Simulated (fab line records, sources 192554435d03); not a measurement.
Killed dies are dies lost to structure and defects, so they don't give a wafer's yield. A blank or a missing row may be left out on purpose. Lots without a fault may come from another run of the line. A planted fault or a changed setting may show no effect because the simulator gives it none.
fab line records | flow n5_finfet
record lots=7 wafers=39
route steps=1938 shown WELL_APT@48 FIN_SAQP@138 DUMMY_GATE@243 SPACER0@258 HKMG_FIN@419 BEOL_M4@1111
start_h: hours from the record's first day to the start of the lot's first wafer shown | wait_h: hours since the lot's step before | " the same as in the row above | L1.1+2: a row that stands for several wafers | - no value, or no start given | * or withheld: withheld | < > ~ a bound
route shown NAME@n: a module of which the file shows steps, and the number in the route of the first | usual: mean/standard deviation of fault-free wafers | same: alike in all rows | chamber/n: place in a boat | sites: the reading at each site | _std_site: their standard deviation | _edge_site: outer sites' mean less inner sites' | radius_mm: how far each site lies from the wafer's centre | mask NAME#n: copy n | behind: the tool/chamber that last shaped the wafer | hold: why the lot was held/for how many hours/how that ended | device: the transistor (n, p or np) that didn't switch | end of line: the same wafers' tests at the end of the route | a step without rows: its recipe alone | killed: dies lost to structure and defects at the first sort, not the wafer's yield | map: a wafer's dies, x killed, . not, _ none there
set.NAME: the setting as run; set.NAME@STEP: as run at that earlier step | model.NAME: the simulator's own value behind a step, which no gauge read
lots whose settings were changed on purpose; a table a step, a row a wafer
## steps
# step N5_WELL_APT_IMPLANT_32
# recipe species=BF2 energy_kev=50 dose_cm2=2e+13 tilt_deg=0 rotation_deg=0
# step N5_FIN_SAQP_SPACER2_ALD_28
# recipe material=SiO2 target_thk_a=81 temp_c=300 ald_precursor_family=BDEAS ald_co_reactant=O2-plasma pulse_time_s=1 purge_time_s=2 co_reactant_purge_time_s=2 pressure_torr=2
# step N5_DUMMY_GATE_ETCH_31
# recipe chemistry=C4F6/O2 target=SiO2 mask_material=SOC target_depth_a=825 time_s=27.5 ion_energy_ev=250 pressure_mtorr=30 source_w=345 bias_w=185 Ar_flow_sccm=300 C4F6_flow_sccm=10 O2_flow_sccm=10
# step N5_DUMMY_GATE_ETCH_32
# recipe chemistry=CF4 target=SiO2 target_depth_a=35 time_s=3.9 ion_energy_ev=350 pressure_mtorr=10 icp_w=800 bias_w=400 cf4_flow_sccm=80
# step N5_DUMMY_GATE_ETCH_42
# recipe chemistry=CHF3/O2 target=SiO2 target_depth_a=35 time_s=31 ion_energy_ev=30 bias_w=12 pressure_mtorr=30 source_w=600 Ar_flow_sccm=200 CHF3_flow_sccm=50 O2_flow_sccm=5
# step N5_SPACER0_ALD_07
# recipe material=SiNx target_thk_a=20 temp_c=400 ald_precursor_family=SiH2I2 ald_co_reactant=N2/H2-plasma pressure_torr=2
# step N5_HKMG_FIN_ALD_36
# recipe material=TiN target_thk_a=10 temp_c=400 ald_precursor_family=TiCl4 ald_co_reactant=NH3 pulse_time_s=1 purge_time_s=3 co_reactant_purge_time_s=2 co_reactant_pulse_time_s=2 ald_cycles=47 pressure_torr=3
# step N5_HKMG_FIN_ETCH_35
# recipe chemistry=N2/H2 target=SOC target_depth_a=2158 ion_energy_ev=65 bias_w=5 source_w=3000 time_s=243.4 pressure_mtorr=30 n2_flow_sccm=200 h2_flow_sccm=200
# step N5_BEOL_M4_RC_MEAS_101
# usual CJ_N=4.33/0.081 REXT_N=74.9/1.6
# columns lot.wafer tool chamber start_h wait_h set.dose_cm2@WELL_APT_IMPLANT_32 set.temp_c@FIN_SAQP_SPACER2_ALD_28 set.target_depth_a@DUMMY_GATE_ETCH_31 set.time_s@DUMMY_GATE_ETCH_32 set.bias_w@DUMMY_GATE_ETCH_42 set.target_thk_a@SPACER0_ALD_07 set.ald_cycles@HKMG_FIN_ALD_36 set.source_w@HKMG_FIN_ETCH_35 CJ_N REXT_N[ohm.um]
L074.1 prober-02 0 167.86 0.0 2e+13 313.8 825 3.9 14.22 21.02 47 2454 4.17 76.2
L074.2 " 0 " " 2e+13 300 825 3.9 12 21.02 47 3000 4.23 76.3
L074.3 " 0 " " 2e+13 300 825 3.9 14.22 20 50 2454 4.25 74.8
L074.4 " 0 " " 2e+13 300 825 3.9 14.22 20 50 3000 4.20 75.2
L074.5 " 0 " " 2e+13 313.8 825 3.9 12 21.02 50 3000 4.27 75.9
L074.6 " 0 " " 2e+13 313.8 825 3.9 12 20 47 2454 4.27 74.7
L076.1 prober-01 0 178.75 0.0 2e+13 300 825 3.9 12 20 47 3000 4.28 78.0
L076.2 " 0 " " 2e+13 300 825 3.9 12 20 47 3000 4.24 77.8
L076.6 " 0 " " 2e+13 300 825 3.9 12 20 47 3000 4.27 76.7
L082.1 prober-01 0 214.65 0.0 2e+13 300 765.4 3.9 10.85 20 50 3252 4.24 74.9
L082.2 " 0 " " 2.379e+13 309.3 825 3.9 10.85 20 50 3000 4.62 74.9
L082.3 " 0 " " 2e+13 309.3 765.4 3.9 12 22.17 47 3000 4.32 76.7
L082.4 " 0 " " 2.379e+13 309.3 825 3.9 12 20 47 3252 4.61 75.5
L082.5 " 0 " " 2.379e+13 300 765.4 3.9 12 22.17 50 3252 4.63 77.3
L082.6 " 0 " " 2e+13 300 825 3.9 10.85 22.17 47 3000 4.21 77.9
L086.1 prober-01 0 236.66 0.0 1.87e+13 300 825 4.601 12 22.06 47 3225 4.32 77.6
L086.2 " 0 " " 2e+13 300 825 3.9 13.49 20 49 3000 4.44 74.1
L086.3 " 0 " " 2e+13 306.3 754 4.601 12 20 49 3000 4.40 74.8
L086.4 " 0 " " 1.87e+13 300 754 3.9 13.49 22.06 49 3225 4.31 76.1
L086.5 " 0 " " 2e+13 306.3 825 3.9 12 20 47 3225 4.45 74.4
L086.6 " 0 " " 1.87e+13 306.3 754 4.601 13.49 22.06 47 3000 4.34 75.0
L085.1 prober-02 0 236.97 0.0 2e+13 300 825 4.183 12.63 20 51 3249 4.24 76.1
L085.2 " 0 " " 2.387e+13 305.7 825 3.9 12 20 47 3000 4.69 76.4
L085.3 " 0 " " 2.387e+13 300 783.6 4.183 12.63 18.77 47 3000 4.68 75.1
L085.4 " 0 " " 2e+13 300 783.6 3.9 12 18.77 47 3249 4.34 74.8
L085.5 " 0 " " 2e+13 305.7 825 4.183 12 18.77 51 3000 4.32 74.7
L085.6 " 0 " " 2.387e+13 305.7 783.6 3.9 12.63 20 51 3249 4.70 76.3
L093.1 prober-01 0 280.43 0.0 2e+13 314.2 879.4 3.9 12 23.11 50 3000 4.49 77.9
L093.2 " 0 " " 1.784e+13 314.2 825 3.9 12 20 47 3000 4.15 73.8
L093.3 " 0 " " 1.784e+13 314.2 825 3.9 12 23.11 50 3000 4.22 77.4
L093.4 " 0 " " 2e+13 300 825 3.9 12 20 50 3000 4.40 75.6
L093.5 " 0 " " 2e+13 300 879.4 3.9 12 23.11 47 3000 4.49 77.5
L093.6 " 0 " " 1.784e+13 300 879.4 3.9 12 20 47 3000 4.19 74.3
L096.1 prober-01 0 297.26 0.0 2e+13 300 825 3.9 10.4 20 51 3000 4.22 77.4
L096.2 " 0 " " 2.136e+13 300 825 3.9 10.4 20 51 3000 4.34 77.7
L096.3 " 0 " " 2.136e+13 289.8 825 3.9 12 20 51 3000 4.45 76.6
L096.4 " 0 " " 2e+13 289.8 825 3.9 12 20 47 3000 4.21 77.2
L096.5 " 0 " " 2e+13 289.8 825 3.9 10.4 20 47 3000 4.30 76.8
L096.6 " 0 " " 2.136e+13 300 825 3.9 12 20 47 3000 4.43 76.7
## key
split step=N5_WELL_APT_IMPLANT_32 setting=dose_cm2 stated_as=2e+13
response step=N5_BEOL_M4_RC_MEAS_101 reading=CJ_N slope=+0.0206 per=1% together_with=all explained=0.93
split step=N5_FIN_SAQP_SPACER2_ALD_28 setting=temp_c stated_as=300
response none clear
split step=N5_DUMMY_GATE_ETCH_31 setting=target_depth_a stated_as=825
response none clear
split step=N5_DUMMY_GATE_ETCH_32 setting=time_s stated_as=3.9
response none clear
split step=N5_DUMMY_GATE_ETCH_42 setting=bias_w stated_as=12
response none clear
split step=N5_SPACER0_ALD_07 setting=target_thk_a stated_as=20
response step=N5_BEOL_M4_RC_MEAS_101 reading=REXT_N slope=+0.204 per=1% together_with=all explained=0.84
split step=N5_HKMG_FIN_ALD_36 setting=ald_cycles stated_as=47
response none clear
split step=N5_HKMG_FIN_ETCH_35 setting=source_w stated_as=3000
response none clear
